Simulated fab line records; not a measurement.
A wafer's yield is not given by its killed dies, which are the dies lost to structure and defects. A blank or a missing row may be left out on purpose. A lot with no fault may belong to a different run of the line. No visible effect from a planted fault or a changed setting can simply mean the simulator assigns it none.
What tool caused it? + flow n5 finfet + 39 wafers from 13 lots sampled at 3 of the route's 1938 steps

## WHAT EACH GAUGE READ, for each wafer
N5_PASSIVATION_OVL_MEAS_60. Usual: TV_OVL -3 nm, standard deviation 5.
| lot  | measured     | on         | TV_OVL (nm) | flag |
|------|--------------|------------|-------------|------|
| L941 | day 11 17:33 | overlay-02 | -7 -1 -3    |      |
| L943 | day 12 18:13 | overlay-01 | -7 -4 2     |      |
| L944 | day 13 12:59 | overlay-02 | 1 0 -3      |      |
| L945 | day 12 21:52 | overlay-01 | -1 3 5      |      |
| L947 | day 13 01:50 | overlay-02 | -3 -5 1     |      |
| L948 | day 13 09:56 | overlay-02 | -7 -5 -4    |      |
| L951 | day 14 08:41 | overlay-02 | -2 -10 -5   |      |
| L952 | day 15 00:22 | overlay-01 | -3 -5 -6    |      |
| L953 | day 15 04:16 | overlay-01 | -11 4 -6    |      |
| L954 | day 15 01:02 | overlay-01 | -5 -4 -7    |      |
| L955 | day 15 17:17 | overlay-02 | -4 4 -1     |      |
| L956 | day 16 08:01 | overlay-01 | 0 -10 -5    |      |
| L958 | day 16 06:47 | overlay-01 | -6 -16 -18  |      |

N5_PASSIVATION_OVL_MEAS_63. Usual: PAD_OVL -2 nm, standard deviation 6.
| lot  | measured     | on         | PAD_OVL (nm) | flag |
|------|--------------|------------|--------------|------|
| L941 | day 11 19:20 | overlay-02 | -4 -4 1      |      |
| L943 | day 12 19:50 | overlay-02 | -16 -3 0     |      |
| L944 | day 13 14:34 | overlay-02 | -7 -2 -5     |      |
| L945 | day 12 23:34 | overlay-01 | -3 -8 -10    |      |
| L947 | day 13 05:27 | overlay-02 | 5 6 3        |      |
| L948 | day 13 13:25 | overlay-02 | -3 -6 -1     |      |
| L951 | day 14 10:42 | overlay-01 | 5 12 11      |      |
| L952 | day 15 02:11 | overlay-02 | -2 -6 -7     |      |
| L953 | day 15 06:27 | overlay-02 | -7 -10 -10   |      |
| L954 | day 15 02:29 | overlay-01 | -2 3 -6      |      |
| L955 | day 15 19:31 | overlay-02 | 15 11 5      |      |
| L956 | day 16 10:49 | overlay-01 | -6 -3 -13    |      |
| L958 | day 16 08:35 | overlay-02 | -3 -2 -3     |      |

## TOOL THAT RAN EACH LOT (tool first, then ch and the chambers of the sampled wafers, then the start)
| lot  | N5_HKMG_FIN_ALD_21                 |
|------|------------------------------------|
| L941 | ald metal-01 ch 2,3, day 4 18:14   |
| L943 | ald metal-03 ch 1,3, day 5 02:34   |
| L944 | ald metal-02 ch 0,2, day 5 08:35   |
| L945 | ald metal-01 ch 0,3, day 5 15:18   |
| L947 | ald metal-01 ch 0,2,3, day 6 03:05 |
| L948 | ald metal-01 ch 1,2,3, day 6 08:21 |
| L951 | ald metal-03 ch 0,1,3, day 7 03:29 |
| L952 | ald metal-02 ch 1,2,3, day 7 07:16 |
| L953 | ald metal-02 ch 0,1,3, day 7 14:49 |
| L954 | ald metal-03 ch 0,1, day 7 19:53   |
| L955 | ald metal-02 ch 1,2, day 8 04:26   |
| L956 | ald metal-01 ch 0,1,2, day 8 07:05 |
| L958 | ald metal-02 ch 0,2,3, day 8 19:52 |
- N5_HKMG_FIN_ALD_21: deposits TiN, target thk 1.5 nm, pulse time 1 s, purge time 3 s.

## AS READ BY THE TOOLS THEMSELVES (means over the sampled wafers that have a number; for cases with no such wafer, the mark the record gives instead)
N5_HKMG_FIN_ALD_21. Usual: heater power w 866 W, standard deviation 84; precursor pulse height rel 1.000, standard deviation 0.021.
| lot  | tool         | heater power w (W) | precursor pulse height rel | flag |
|------|--------------|--------------------|----------------------------|------|
| L941 | ald metal-01 | 732                | 0.996                      |      |
| L943 | ald metal-03 | 889                | 0.999                      |      |
| L944 | ald metal-02 | 839                | 0.999                      |      |
| L945 | ald metal-01 | 881                | 0.997                      |      |
| L947 | ald metal-01 | 808                | 1.039                      |      |
| L948 | ald metal-01 | 803                | 1.006                      |      |
| L951 | ald metal-03 | 922                | 0.989                      |      |
| L952 | ald metal-02 | 816                | 0.976                      |      |
| L953 | ald metal-02 | 830                | 0.995                      |      |
| L954 | ald metal-03 | 939                | 0.976                      |      |
| L955 | ald metal-02 | 865                | 0.992                      |      |
| L956 | ald metal-01 | 870                | 1.006                      |      |
| L958 | ald metal-02 | 817                | 0.999                      |      |

## THE ANSWER, worked out from the rows above alone
Rule: take the mean of a lot's wafers that have a number; if it is more than 3 standard deviations from the usual mean, the lot is off. Also off: a lot with no number at a reading for which 4 or more lots have one. Any other lot the step has rows for is counted as sound. After the gauges, taken in route order, come the tools' own readings; for these a lot's mean is taken, as printed above. At the first step where some lot is off, the reading lying furthest off is the one used; lots without a number count as furthest.
Nothing can be told from this: no lot is off at any reading shown.

## WHAT THE SIMULATOR PUT IN
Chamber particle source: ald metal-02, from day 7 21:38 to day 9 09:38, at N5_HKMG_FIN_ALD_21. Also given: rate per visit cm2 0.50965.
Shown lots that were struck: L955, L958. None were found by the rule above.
